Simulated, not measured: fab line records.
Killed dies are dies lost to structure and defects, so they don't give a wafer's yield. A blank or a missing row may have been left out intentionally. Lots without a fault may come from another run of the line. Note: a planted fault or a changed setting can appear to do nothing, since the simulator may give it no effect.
fab line records	flow n5Finfet	part 1 of 2: steps 1 to 23 of 34
record lots=5	wafers=15	lastDay=17
route steps=1938 shown DUMMY_REMOVAL@384 HKMG_FIN@385
lots untouched by any fault: they come from a run of this same line in which no faults occurred
startH: the number of hours between the record's first day and the start of the first shown wafer of the lot	waitH: hours since the lot's step before	" identical to the entry in the row above	L1.1+2: a row that stands for several wafers	- value missing, or start not given	* or withheld: withheld	< > ~ a bound
route shown NAME@n: names a module that has steps shown in the file, with the first one's number in the route	usual: mean/standard deviation taken from wafers without a fault	same: alike in all rows	chamber/n: place in a boat	sites: per-site readings	_std_site: their standard deviation	_edge_site: mean of outer sites minus mean of inner sites	radiusMm: for every site, how far away it sits from the centre of the wafer	mask NAME#n: copy n	behind: the last tool/chamber to shape the wafer	hold: reason for holding the lot/hours on hold/outcome of the hold	device: names the non-switching transistor (n, p or np)	end of line: the same wafers' tests at the end of the route	step lacking rows: just its recipe	killed: at the first sort, the dies lost to defects and structure; wafer yield is something else	map: per-die view of a wafer (x killed, . not killed, _ where there is no die)
set.NAME: setting as actually run; set.NAME@STEP: the setting as run at that earlier step	model.NAME: the simulator's own value behind a step, which no gauge read
lots at some steps of the route; a table a step, a row a wafer
services: the hour from which a tool's chamber was out of use, counted from the record's first day as startH (under 0 if before that day), plus the number of hours and why
## steps
# step N5_DUMMY_REMOVAL_SRD_05
# recipe dry=ipaMarangoni	doPpb=5	timeS=30	tempC=23	rinseLiquid=diw
lot.wafer	tool	chamber	startH	waitH
L083.1+2+5	wetBench-04	5,6,0	126.87	0.0
L084.2+3+4	wetBench-04	4,3,7	130.34	0.0
L091.1+2+3	wetBench-01	6,4,1	173.82	0.0
L094.1+2+3	wetBench-05	0,1,4	190.61	0.0
L097.3+4+5	wetBench-05	0,2,7	208.46	0.0
# step N5_HKMG_FIN_IL_REGROW_00
# recipe material=SiO2	targetThkA=7.5	chemistry=O3	tempC=withheld	timeS=30
lot.wafer	tool	chamber	startH	waitH
L083.1+2+5	aldHk-03	1,2,3	126.92	0.0
L084.2+3+4	aldHk-02	0,3,2	130.39	0.0
L091.1+2+3	aldHk-02	3,1,2	173.87	0.0
L094.1+2+3	aldHk-03	2,1,3	190.66	0.0
L097.3+4+5	aldHk-01	3,1,0	208.50	0.0
# step N5_HKMG_FIN_HK_ALD_01
# recipe material=HfO2	targetThkA=16	tempC=withheld	aldPrecursorFamily=HfCl4	aldCoReactant=H2O	pulseTimeS=3	purgeTimeS=3	coReactantPurgeTimeS=2.5	coReactantPulseTimeS=0.3	aldCycles=30
# usual precursorPulseHeightRel=0.998/0.019
# same aldCycles=30
lot.wafer	tool	chamber	startH	waitH	precursorPulseHeightRel
L083.1	aldHk-03	1	126.97	0.0	1.006
L083.2	"	2	"	"	1.002
L083.5	"	3	"	"	1.006
L084.2	aldHk-02	0	130.44	0.0	1.019
L084.3	"	3	"	"	0.985
L084.4	"	2	"	"	1.012
L091.1	aldHk-02	3	173.97	0.1	1.009
L091.2	"	1	"	"	0.981
L091.3	"	2	"	"	0.953
L094.1	aldHk-03	2	190.71	0.0	0.990
L094.2	"	1	"	"	0.990
L094.3	"	3	"	"	1.003
L097.3	aldHk-01	3	208.55	0.0	0.976
L097.4	"	1	"	"	0.962
L097.5	"	0	"	"	1.006
# step N5_HKMG_FIN_HK_ANNEAL_02
# recipe tempC=700	timeS=30	ambient=N2	idleTempC=600	rampUpCPerS=150	rampDownCPerS=60	coolToC=600
# usual lampPowerPct=8.80/0.054	lamp_zone_6_pct=8.727/0.013	wafer_temp_C_max=703.0/0.76
lot.wafer	tool	chamber	startH	waitH	lampPowerPct	lamp_zone_6_pct	wafer_temp_C_max
L083.1	rtpAnneal-01	0	127.16	0.1	8.69	8.726	702.0
L083.2	"	0	"	"	8.78	8.727	702.9
L083.5	"	0	"	"	8.81	8.723	702.6
L084.2	rtpAnneal-01	0	130.71	0.2	8.86	8.733	703.8
L084.3	"	0	"	"	8.77	8.715	703.8
L084.4	"	0	"	"	8.77	8.745	702.7
L091.1	rtpAnneal-01	0	174.31	0.2	8.73	8.733	701.5
L091.2	"	0	"	"	8.84	8.715	702.8
L091.3	"	0	"	"	8.76	8.733	701.9
L094.1	rtpAnneal-01	0	190.97	0.2	8.81	8.717	704.2
L094.2	"	0	"	"	8.75	8.726	703.3
L094.3	"	0	"	"	8.74	8.731	702.9
L097.3	rtpAnneal-02	0	208.80	0.2	8.76	8.714	703.8
L097.4	"	0	"	"	8.72	8.724	702.6
L097.5	"	0	"	"	8.80	8.711	702.5
# step N5_HKMG_FIN_ALD_74
# recipe material=La2O3	targetThkA=5	tempC=250	aldPrecursorFamily=La-Cp	aldCoReactant=O3	pulseTimeS=6	coReactantPulseTimeS=1	purgeTimeS=3	coReactantPurgeTimeS=3
# usual heaterPowerW=355/39	precursorPulseHeightRel=1.001/0.02
lot.wafer	tool	chamber	startH	waitH	heaterPowerW	precursorPulseHeightRel
L083.1	aldHk-01	2	127.37	0.2	300	0.957
L083.2	"	0	"	"	361	1.005
L083.5	"	2	"	"	294	0.959
L084.2	aldHk-03	3	130.90	0.2	321	0.996
L084.3	"	0	"	"	412	1.012
L084.4	"	1	"	"	376	0.978
L091.1	aldHk-03	0	174.52	0.2	415	1.022
L091.2	"	2	"	"	399	1.012
L091.3	"	1	"	"	374	0.976
L094.1	aldHk-01	0	191.20	0.2	358	0.995
L094.2	"	1	"	"	357	1.012
L094.3	"	2	"	"	298	0.996
L097.3	aldHk-03	0	208.95	0.1	403	0.998
L097.4	"	1	"	"	376	1.020
L097.5	"	2	"	"	397	0.983
# step N5_HKMG_FIN_ALD_75
# recipe material=Al2O3	targetThkA=10	tempC=150	aldPrecursorFamily=TMA	aldCoReactant=H2O	pulseTimeS=withheld	coReactantPulseTimeS=1
# usual heaterPowerW=153/16	precursorPulseHeightRel=1.003/0.021
lot.wafer	tool	chamber	startH	waitH	heaterPowerW	precursorPulseHeightRel
L083.1	aldHk-01	2	127.45	0.0	126	1.020
L083.2	"	0	"	"	156	0.976
L083.5	"	2	"	"	130	1.014
L084.2	aldHk-03	3	130.97	0.0	137	1.005
L084.3	"	0	"	"	172	1.024
L084.4	"	1	"	"	160	0.998
L091.1	aldHk-03	0	174.60	0.0	174	0.991
L091.2	"	2	"	"	175	1.039
L091.3	"	1	"	"	158	0.999
L094.1	aldHk-01	0	191.28	0.0	156	0.990
L094.2	"	1	"	"	154	1.004
L094.3	"	2	"	"	129	0.997
L097.3	aldHk-03	0	209.03	0.0	178	1.027
L097.4	"	1	"	"	162	0.975
L097.5	"	2	"	"	175	1.002
# step N5_HKMG_FIN_COAT_41
# recipe resist=SOC	tempC=250	timeS=60	spinRpm=1500	resistThkNm=300
lot.wafer	tool	chamber	startH	waitH
L083.1+2+5	lithoTrack-01	0	127.55	-
L084.2+3+4	lithoTrack-03	0	131.07	-
L091.1+2+3	lithoTrack-03	0	174.70	-
L094.1+2+3	lithoTrack-03	0	191.38	-
L097.3+4+5	lithoTrack-02	0	209.13	-
# step N5_HKMG_FIN_COAT_42
# recipe resist=SiARC	tempC=220	timeS=60	spinRpm=1500	resistThkNm=35
lot.wafer	tool	chamber	startH	waitH
L083.1+2+5	lithoTrack-01	0	-	-
L084.2+3+4	lithoTrack-03	0	-	-
L091.1+2+3	lithoTrack-03	0	-	-
L094.1+2+3	lithoTrack-03	0	-	-
L097.3+4+5	lithoTrack-02	0	-	-
# step N5_HKMG_FIN_COAT_43
# recipe resist=CAR-ArF	spinRpm=1500	resistThkNm=90
lot.wafer	tool	chamber	startH	waitH
L083.1+2+5	lithoTrack-01	0	-	-
L084.2+3+4	lithoTrack-03	0	-	-
L091.1+2+3	lithoTrack-03	0	-	-
L094.1+2+3	lithoTrack-03	0	-	-
L097.3+4+5	lithoTrack-02	0	-	-
# step N5_HKMG_FIN_EBR_45
# recipe solvent=PGMEA	ebrWidthMm=1.5
lot.wafer	tool	chamber	startH	waitH
L083.1+2+5	lithoTrack-01	0	-	-
L084.2+3+4	lithoTrack-03	0	-	-
L091.1+2+3	lithoTrack-03	0	-	-
L094.1+2+3	lithoTrack-03	0	-	-
L097.3+4+5	lithoTrack-02	0	-	-
# step N5_HKMG_FIN_SOFTBAKE_44
# recipe tempC=110	timeS=60	resist=CAR-ArF
lot.wafer	tool	chamber	startH	waitH
L083.1+2+5	lithoTrack-01	0	-	-
L084.2+3+4	lithoTrack-03	0	-	-
L091.1+2+3	lithoTrack-03	0	-	-
L094.1+2+3	lithoTrack-03	0	-	-
L097.3+4+5	lithoTrack-02	0	-	-
# step N5_HKMG_FIN_EXPOSE_46
# recipe maskId=NDIPOLE	na=1.35	sourceShape=conventional	sigmaOuter=0.8	polarization=unpolarized	doseMj=40
# same na=1.35
lot.wafer	tool	chamber	startH	waitH	mask
L083.1+2+5	arfiScanner-03	0	127.66	-	NDIPOLE#0
L084.2+3+4	arfiScanner-03	0	131.20	-	NDIPOLE#0
L091.1+2+3	arfiScanner-01	0	174.94	-	NDIPOLE#0
L094.1+2+3	arfiScanner-02	0	191.50	-	NDIPOLE#0
L097.3+4+5	arfiScanner-03	0	209.38	-	NDIPOLE#0
# step N5_HKMG_FIN_PEB_47
# recipe pebTempC=withheld	pebTimeS=60	resist=CAR-ArF
# same pebTimeS=60
lot.wafer	tool	chamber	startH	waitH
L083.1+2+5	lithoTrack-01	0	127.72	0.1
L084.2+3+4	lithoTrack-01	0	131.25	0.0
L091.1+2+3	lithoTrack-02	0	175.00	0.1
L094.1+2+3	lithoTrack-01	0	191.55	0.1
L097.3+4+5	lithoTrack-02	0	209.43	0.0
# step N5_HKMG_FIN_DEVELOP_48
# recipe developTimeS=30	developer=TMAH	resist=CAR-ArF	rinseLiquid=diw	dry=airSpin	devTempC=23
lot.wafer	tool	chamber	startH	waitH
L083.1+2+5	lithoTrack-01	0	-	-
L084.2+3+4	lithoTrack-01	0	-	-
L091.1+2+3	lithoTrack-02	0	-	-
L094.1+2+3	lithoTrack-01	0	-	-
L097.3+4+5	lithoTrack-02	0	-	-
# step N5_HKMG_FIN_CD_MEAS_49
# recipe targetCdNm=202	landingEnergyEv=500	detector=seInlens	polarity=opening
# usual cdNm=202.3/0.58
# same landingEnergyEv=500
lot.wafer	tool	chamber	startH	waitH	cdNm
L083.1	cdSem-01	0	127.79	-	202.0
L083.2	"	0	"	"	202.1
L083.5	"	0	"	"	202.4
L084.2	cdSem-02	0	131.32	-	201.5
L084.3	"	0	"	"	202.2
L084.4	"	0	"	"	202.3
L091.1	cdSem-01	0	175.06	-	200.8
L091.2	"	0	"	"	201.8
L091.3	"	0	"	"	200.9
L094.1	cdSem-02	0	191.62	-	202.0
L094.2	"	0	"	"	202.1
L094.3	"	0	"	"	202.5
L097.3	cdSem-03	0	209.50	-	202.2
L097.4	"	0	"	"	202.3
L097.5	"	0	"	"	202.5
# step N5_HKMG_FIN_OVL_MEAS_50
# recipe pointsPerWafer=44
# usual NDIPOLE_OVL=0.0/0.64
lot.wafer	tool	chamber	startH	waitH	NDIPOLE_OVL[nm]
L083.1	overlay-01	0	127.82	0.0	-1.4
L083.2	"	0	"	"	-0.4
L083.5	"	0	"	"	-0.7
L084.2	overlay-02	0	131.35	0.0	0.8
L084.3	"	0	"	"	0.2
L084.4	"	0	"	"	0.7
L091.1	overlay-01	0	175.09	0.0	-1.0
L091.2	"	0	"	"	-0.5
L091.3	"	0	"	"	0.3
L094.1	overlay-01	0	191.65	0.0	0.8
L094.2	"	0	"	"	1.4
L094.3	"	0	"	"	0.3
L097.3	overlay-01	0	209.53	0.0	0.3
L097.4	"	0	"	"	0.7
L097.5	"	0	"	"	0.4
# step N5_HKMG_FIN_INSPECT_61
# recipe mode=adi	inspectInstrument=macro
# usual rawDefectCount=2.1/1.4
lot.wafer	tool	chamber	startH	waitH	rawDefectCount
L083.1	defectInspect-01	-	127.84	0.0	3
L083.2	"	-	"	"	1
L083.5	"	-	"	"	2
L084.2	defectInspect-01	-	131.37	0.0	0
L084.3	"	-	"	"	1
L084.4	"	-	"	"	2
L091.1	defectInspect-01	-	175.12	0.0	1
L091.2	"	-	"	"	1
L091.3	"	-	"	"	2
L094.1	defectInspect-01	-	191.67	0.0	2
L094.2	"	-	"	"	1
L094.3	"	-	"	"	3
L097.3	defectInspect-02	-	209.55	0.0	3
L097.4	"	-	"	"	5
L097.5	"	-	"	"	1
# step N5_HKMG_FIN_DESCUM_53
# recipe chemistry=O2	timeS=7.9	sourcePowerW=50	biasPowerW=20	pressureMtorr=20	rfFrequencyHz=2.712e+07	tempC=40	resist=CAR-ArF	o2FlowSccm=225
# usual drypumpMotorCurrentA=5.8/0.42	oesProductAu=0.80/0.1	rfVppV=243.2/1.4	showerheadPlenumPTorr=2.09/0.071	throttleValvePct=20.40/0.29
lot.wafer	tool	chamber	startH	waitH	drypumpMotorCurrentA	oesProductAu	rfHoursCounterH	rfVppV	showerheadPlenumPTorr	throttleValvePct
L083.1	rieDiel-03	0	128.02	0.2	5.8	0.90	23	242.9	2.04	20.32
L083.2	"	1	"	"	5.1	0.73	203	242.2	2.09	20.52
L083.5	"	2	"	"	6.6	0.90	-	243.3	2.05	20.21
L084.2	rieDiel-03	0	131.40	0.0	5.8	0.90	24	244.5	2.04	20.34
L084.3	"	2	"	"	6.6	0.87	34	241.8	2.05	20.23
L084.4	"	3	"	"	6.3	0.71	205	242.5	2.07	20.52
L091.1	rieDiel-05	3	175.15	0.0	5.6	0.71	196	245.2	2.16	20.53
L091.2	"	0	"	"	5.5	0.85	51	243.5	2.10	19.73
L091.3	"	1	"	"	5.8	0.92	19	241.6	2.06	20.39
L094.1	rieDiel-05	3	191.71	0.0	5.7	0.71	203	245.1	2.16	20.54
L094.2	"	1	"	"	5.8	0.90	25	242.7	2.05	20.38
L094.3	"	2	"	"	5.2	0.77	116	241.3	2.02	20.09
L097.3	rieDiel-04	2	209.68	0.1	5.9	1.00	2	245.6	2.26	20.07
L097.4	"	3	"	"	6.0	0.68	-	243.5	2.15	20.85
L097.5	"	2	"	"	5.9	1.01	-	245.3	2.26	20.06
# step N5_HKMG_FIN_ETCH_54
# recipe chemistry=CF4	target=SiARC	targetDepthA=455	maskMaterial=CAR-ArF	timeS=75.8	ionEnergyEv=80	pressureMtorr=40	sourceW=545	biasW=36	Ar_flow_sccm=100	cf4FlowSccm=100	ends=cleared
# usual drypumpMotorCurrentA=5.8/0.42	etchRfOnTimeS=75.9/1.9	oesProductAu=0.68/0.085	rfVppV=184.1/1.2	showerheadPlenumPTorr=2.14/0.067	throttleValvePct=15.57/0.26
lot.wafer	tool	chamber	startH	waitH	drypumpMotorCurrentA	etchRfOnTimeS	oesProductAu	rfHoursCounterH	rfVppV	showerheadPlenumPTorr	throttleValvePct
L083.1	rieDiel-03	0	128.05	0.0	5.8	74.9	0.77	23	183.2	2.09	15.45
L083.2	"	1	"	"	5.1	75.1	0.63	203	185.3	2.12	15.62
L083.5	"	2	"	"	6.6	76.7	0.74	-	185.5	2.11	15.35
L084.2	rieDiel-03	0	131.44	0.0	5.8	74.1	0.77	24	182.5	2.09	15.46
L084.3	"	2	"	"	6.6	76.3	0.73	34	183.1	2.11	15.34
L084.4	"	3	"	"	6.3	73.6	0.61	205	184.2	2.12	15.73
L091.1	rieDiel-05	3	175.19	0.0	5.6	73.1	0.62	196	184.7	2.20	15.80
L091.2	"	0	"	"	5.4	74.1	0.74	51	184.6	2.18	15.12
L091.3	"	1	"	"	5.8	79.0	0.77	19	183.7	2.11	15.55
L094.1	rieDiel-05	3	191.74	0.0	5.6	74.7	0.62	203	184.7	2.20	15.81
L094.2	"	1	"	"	5.8	80.3	0.75	25	182.6	2.10	15.56
L094.3	"	2	"	"	5.2	78.7	0.66	116	184.6	2.08	15.30
L097.3	rieDiel-04	2	209.71	0.0	5.9	73.9	0.86	2	186.6	2.28	15.13
L097.4	"	3	"	"	5.9	76.8	0.59	-	183.4	2.19	16.00
L097.5	"	2	"	"	5.9	74.4	0.85	-	186.0	2.28	15.12
# step N5_HKMG_FIN_ETCH_55
# recipe chemistry=N2/H2	target=SOC	targetDepthA=2400	tempC=40	timeS=300	ionEnergyEv=200	maskMaterial=SiARC	pressureMtorr=30	sourceW=840	biasW=150	n2FlowSccm=200	h2FlowSccm=200
# usual drypumpMotorCurrentA=5.8/0.42	n2FlowSccm=200.0/0.6	oesProductAu=0.80/0.1	rfVppV=523.8/2.5	showerheadPlenumPTorr=2.54/0.089	throttleValvePct=17.76/0.26
lot.wafer	tool	chamber	startH	waitH	drypumpMotorCurrentA	n2FlowSccm	oesProductAu	rfHoursCounterH	rfVppV	showerheadPlenumPTorr	throttleValvePct
L083.1	rieDiel-03	0	128.11	0.0	5.7	198.9	0.92	23	523.2	2.50	17.85
L083.2	"	1	"	"	5.1	200.6	0.74	203	521.8	2.51	17.68
L083.5	"	2	"	"	6.6	200.0	0.87	-	521.3	2.49	17.68
L084.2	rieDiel-03	0	131.49	0.0	5.8	199.7	0.89	24	523.1	2.50	17.87
L084.3	"	2	"	"	6.6	199.5	0.87	34	522.0	2.49	17.66
L084.4	"	3	"	"	6.3	201.1	0.72	205	523.1	2.51	17.95
L091.1	rieDiel-05	3	175.24	0.0	5.6	200.3	0.73	196	526.9	2.62	17.88
L091.2	"	0	"	"	5.5	200.5	0.86	51	525.0	2.58	17.31
L091.3	"	1	"	"	5.8	200.3	0.89	19	522.8	2.49	17.65
L094.1	rieDiel-05	3	191.80	0.0	5.6	200.7	0.73	203	526.7	2.62	17.90
L094.2	"	1	"	"	5.8	200.4	0.88	25	521.7	2.48	17.65
L094.3	"	2	"	"	5.2	200.5	0.77	116	521.2	2.45	17.47
L097.3	rieDiel-04	2	209.77	0.0	5.9	199.4	1.01	2	528.0	2.72	17.29
L097.4	"	3	"	"	5.9	199.1	0.68	-	524.8	2.61	18.24
L097.5	"	2	"	"	5.9	200.0	1.01	-	528.9	2.72	17.28
# step N5_HKMG_FIN_STRIP_56
# recipe chemistry=N2/H2	tempC=40	n2FlowSccm=200	h2FlowSccm=200	rfFrequencyHz=6e+07
lot.wafer	tool	chamber	startH	waitH
L083.1+2+5	rieDiel-03	0,1,2	128.29	0.1
L084.2+3+4	rieDiel-03	0,2,3	131.67	0.1
L091.1+2+3	rieDiel-05	3,0,1	175.42	0.1
L094.1+2+3	rieDiel-05	3,1,2	191.98	0.1
L097.3+4+5	rieDiel-04	2,3,2	209.95	0.1
# step N5_HKMG_FIN_STRIP_57
# recipe chemistry=CF4	resist=SiARC	powerW=300	biasPowerW=75	pressureMtorr=50	cf4FlowSccm=150	rfFrequencyHz=6e+07
# usual drypumpMotorCurrentA=5.8/0.42	oesProductAu=0.79/0.097	rfVppV=271.2/1.6	showerheadPlenumPTorr=1.79/0.057	throttleValvePct=13.54/0.28
lot.wafer	tool	chamber	startH	waitH	drypumpMotorCurrentA	oesProductAu	rfHoursCounterH	rfVppV	showerheadPlenumPTorr	throttleValvePct
L083.1	rieDiel-03	0	128.30	0.0	5.8	0.88	23	271.1	1.74	13.36
L083.2	"	1	"	"	5.1	0.71	203	272.4	1.78	13.63
L083.5	"	2	"	"	6.6	0.86	-	270.7	1.76	13.29
L084.2	rieDiel-03	0	131.68	0.0	5.8	0.88	24	269.2	1.74	13.36
L084.3	"	2	"	"	6.6	0.86	34	270.3	1.76	13.29
L084.4	"	3	"	"	6.3	0.69	205	271.1	1.78	13.72
L091.1	rieDiel-05	3	175.43	0.0	5.6	0.71	196	272.2	1.86	13.85
L091.2	"	0	"	"	5.4	0.85	51	271.2	1.81	13.04
L091.3	"	1	"	"	5.8	0.92	19	269.5	1.77	13.51
L094.1	rieDiel-05	3	191.99	0.0	5.6	0.71	203	273.4	1.86	13.86
L094.2	"	1	"	"	5.8	0.91	25	268.0	1.76	13.50
L094.3	"	2	"	"	5.2	0.79	116	269.3	1.74	13.31
L097.3	rieDiel-04	2	209.96	0.0	5.8	0.98	2	274.8	1.90	13.07
L097.4	"	3	"	"	5.9	0.69	-	271.0	1.83	13.96
L097.5	"	2	"	"	5.9	0.99	-	272.6	1.90	13.05
# step N5_HKMG_FIN_ETCH_58
# recipe chemistry=N2/H2	target=SOC	targetDepthA=2158	ionEnergyEv=50	biasW=13	timeS=741	pressureMtorr=30	sourceW=875	n2FlowSccm=200	h2FlowSccm=200
# usual drypumpMotorCurrentA=5.8/0.42	n2FlowSccm=199.9/0.57	oesProductAu=0.80/0.1	rfVppV=99.0/0.91	showerheadPlenumPTorr=2.54/0.089	throttleValvePct=17.72/0.26
lot.wafer	tool	chamber	startH	waitH	drypumpMotorCurrentA	n2FlowSccm	oesProductAu	rfHoursCounterH	rfVppV	showerheadPlenumPTorr	throttleValvePct
L083.1	rieDiel-03	0	128.32	0.0	5.8	199.3	0.91	23	98.8	2.50	17.82
L083.2	"	1	"	"	5.1	199.7	0.74	203	99.4	2.51	17.64
L083.5	"	2	"	"	6.6	199.6	0.87	-	99.5	2.49	17.63
L084.2	rieDiel-03	0	131.70	0.0	5.8	199.8	0.90	24	99.5	2.50	17.82
L084.3	"	2	"	"	6.6	199.8	0.86	34	98.0	2.49	17.63
L084.4	"	3	"	"	6.3	199.3	0.72	205	99.9	2.51	17.91
L091.1	rieDiel-05	3	175.45	0.0	5.7	199.4	0.72	196	99.2	2.62	17.86
L091.2	"	0	"	"	5.5	198.7	0.86	51	98.3	2.58	17.26
L091.3	"	1	"	"	5.8	200.9	0.89	19	99.5	2.49	17.59
L094.1	rieDiel-05	3	192.01	0.0	5.6	201.1	0.72	203	100.1	2.62	17.85
L094.2	"	1	"	"	5.8	199.5	0.87	25	99.3	2.48	17.60
L094.3	"	2	"	"	5.2	199.8	0.77	116	98.1	2.45	17.42
L097.3	rieDiel-04	2	209.98	0.0	5.9	199.0	1.01	2	99.8	2.72	17.24
L097.4	"	3	"	"	5.9	199.0	0.68	-	100.2	2.61	18.20
L097.5	"	2	"	"	5.9	199.7	1.01	-	100.2	2.72	17.25
